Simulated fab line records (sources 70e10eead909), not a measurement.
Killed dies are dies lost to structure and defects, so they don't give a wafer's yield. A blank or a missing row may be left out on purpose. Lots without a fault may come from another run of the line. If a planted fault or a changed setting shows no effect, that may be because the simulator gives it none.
Matching of chambers ; flow nand_harc ; NHARC_A_STAIRCASE_ETCH_169 on rie_diel-02: 4 sister chambers
The step etches the open film in CH3F/O2, target depth 50 nm, time 107.1 s. 4 wafers are shown with their chamber, then 12 later ones without.

WAFERS WITH THEIR CHAMBER
wafer;chamber;showerhead_plenum_p_Torr (Torr)
L088.1;3;2.59
L088.3;0;2.49
L096.5;1;2.30
L096.6;2;2.33

WAFERS MISSING THEIR CHAMBER
wafer;showerhead_plenum_p_Torr (Torr)
L096.2;2.58
L096.3;2.49
L096.4;2.33
L094.1;2.58
L094.2;2.33
L094.5;2.58
L094.3;2.49
L094.4;2.30
L094.6;2.49
L097.1;2.58
L097.4;2.33
L097.5;2.33

WHICH CHAMBER EACH ONE RAN IN
wafer;from the rows above;in truth
L096.2;3;3
L096.3;0;0
L096.4;2;2
L094.1;3;3
L094.2;2;2
L094.5;3;3
L094.3;0;0
L094.4;1;1
L094.6;0;0
L097.1;3;3
L097.4;2;2
L097.5;2;2
Placed correctly: 12 of 12. Not placeable from these rows: 0. Wrongly placed: 0.
How it was worked out, from the rows above alone: a wafer's distance from a chamber is the root of the sum, over the readings, of the square of ((its reading less the chamber's mean) divided by the reading's scatter). If the next closest chamber is less than 2 further off than the closest, the wafer can't be placed; otherwise it belongs to the closest. For every chamber, the mean is computed from those of its wafers that are shown. The scatter: with one shown wafer a chamber, the root of the mean of the squares of how far each hidden wafer lies from its nearest shown one.
